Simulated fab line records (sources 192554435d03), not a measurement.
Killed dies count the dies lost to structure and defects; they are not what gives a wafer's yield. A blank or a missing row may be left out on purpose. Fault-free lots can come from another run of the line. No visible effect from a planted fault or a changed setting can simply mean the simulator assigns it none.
Matching of chambers | flow n5_finfet | N5_MOL_CONTACT_COAG_CMP_23 on cmp-04: 4 sister chambers
The step polishes, stops on SiO2, t overpolish 1.5 s, target thk 0 nm. 4 wafers are shown with their chamber, then 11 later ones without.

WAFERS, EACH WITH ITS CHAMBER
wafer  | chamber | motor_current_A (A)
L081.5 | 1       | 8.5
L085.3 | 2       | 7.5
L085.5 | 3       | 9.7
L087.1 | 0       | 9.8

WAFERS MISSING THEIR CHAMBER
wafer  | motor_current_A (A)
L087.3 | 7.9
L087.6 | 9.5
L088.2 | 10.0
L088.4 | 8.5
L088.5 | 7.9
L090.1 | 9.0
L090.3 | 8.6
L090.5 | 9.7
L094.1 | 8.1
L094.5 | 9.0
L094.6 | 8.5

THE CHAMBER EACH PASSED THROUGH
wafer  | from the rows above          | in truth
L087.3 | can't be placed: 2 or 1      | 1
L087.6 | can't be placed: 3 or 0      | 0
L088.2 | can't be placed: 0 or 3      | 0
L088.4 | 1                            | 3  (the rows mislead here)
L088.5 | can't be placed: 2 or 1      | 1
L090.1 | can't be placed: 1 or 3 or 0 | 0
L090.3 | 1                            | 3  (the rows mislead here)
L090.5 | can't be placed: 3 or 0      | 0
L094.1 | can't be placed: 1 or 2      | 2
L094.5 | can't be placed: 1 or 3 or 0 | 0
L094.6 | 1                            | 1
Placed correctly: 1 of 11. These rows do not allow placing 8 (true chamber among the candidates in 8). Number placed wrongly: 2.
How it was worked out, from the rows above alone: a wafer's distance from a chamber is the root of the sum, over the readings, of the square of ((its reading less the chamber's mean) divided by the reading's scatter). The wafer belongs to the nearest chamber; if the next one is less than 2 further off, it can't be placed. The mean given for a chamber averages the wafers shown for that chamber. The scatter: with one shown wafer a chamber, the root of the mean of the squares of how far each hidden wafer lies from its nearest shown one.
